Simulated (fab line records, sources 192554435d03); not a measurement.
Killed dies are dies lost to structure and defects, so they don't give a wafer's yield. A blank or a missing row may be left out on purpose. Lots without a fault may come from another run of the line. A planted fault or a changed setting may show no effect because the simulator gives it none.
Chamber matching | flow n5_finfet | N5_BEOL_M4_STRIP_19 on rie_diel-02: 4 sister chambers
The step strips in O2. 16 wafers are shown with their chamber, then 8 later ones without.

WAFERS WITH THEIR CHAMBER
wafer  | chamber | drypump_motor_current_A (A) | showerhead_plenum_p_Torr (Torr) | throttle_valve_pct (%)
L074.1 | 2       | 5.9                         | 2.16                            | 16.79
L074.2 | 1       | 5.0                         | 2.16                            | 16.41
L074.3 | 3       | 5.4                         | 2.13                            | 16.49
L076.3 | 3       | 5.4                         | 2.13                            | 16.51
L076.4 | 1       | 4.9                         | 2.15                            | 16.41
L076.6 | 3       | 5.4                         | 2.13                            | 16.49
L078.2 | 2       | 5.9                         | 2.15                            | 16.78
L078.4 | 1       | 5.0                         | 2.15                            | 16.44
L078.5 | 3       | 5.4                         | 2.13                            | 16.50
L081.1 | 2       | 5.9                         | 2.15                            | 16.79
L081.2 | 0       | 5.7                         | 1.99                            | 16.69
L081.5 | 0       | 5.7                         | 1.99                            | 16.70
L083.1 | 3       | 5.4                         | 2.12                            | 16.53
L083.2 | 1       | 5.0                         | 2.15                            | 16.44
L083.5 | 3       | 5.4                         | 2.12                            | 16.53
L084.1 | 3       | 5.4                         | 2.12                            | 16.53

SIGNATURES (means of the wafers above)
reading                  | chamber 0 | chamber 1 | chamber 2 | chamber 3 | scatter within a chamber
drypump_motor_current_A  | 5.700     | 4.975     | 5.900     | 5.400     | 0.025
showerhead_plenum_p_Torr | 1.9900    | 2.1525    | 2.1533    | 2.1257    | 0.00511
throttle_valve_pct       | 16.6950   | 16.4250   | 16.7867   | 16.5114   | 0.0161
Rule: a wafer's distance from a chamber is the root of the sum, over the readings, of the square of ((its reading less the chamber's mean) divided by the reading's scatter). The wafer belongs to the nearest chamber; if the next one is less than 2 further off, it can't be placed. The scatter: the root of (the sum of the squares of (reading less its chamber's mean) over the shown wafers, divided by (wafers less chambers)).

WAFERS WITHOUT THEIR CHAMBER
wafer  | drypump_motor_current_A (A) | showerhead_plenum_p_Torr (Torr) | throttle_valve_pct (%)
L084.5 | 5.4                         | 2.12                            | 16.52
L084.6 | 5.7                         | 1.98                            | 16.75
L090.2 | 5.4                         | 2.12                            | 16.53
L090.3 | 5.0                         | 2.14                            | 16.47
L090.4 | 5.6                         | 1.98                            | 16.74
L092.2 | 5.4                         | 2.12                            | 16.58
L092.5 | 5.7                         | 1.98                            | 16.75
L092.6 | 5.0                         | 2.14                            | 16.49

WHICH CHAMBER EACH WENT THROUGH
wafer  | from the rows above | in truth
L084.5 | 3                   | 3
L084.6 | 0                   | 0
L090.2 | 3                   | 3
L090.3 | 1                   | 1
L090.4 | 0                   | 0
L092.2 | 3                   | 3
L092.5 | 0                   | 0
L092.6 | 1                   | 1
Placed correctly: 8 of 8. Can't be placed from these rows: 0. Placed wrongly: 0.
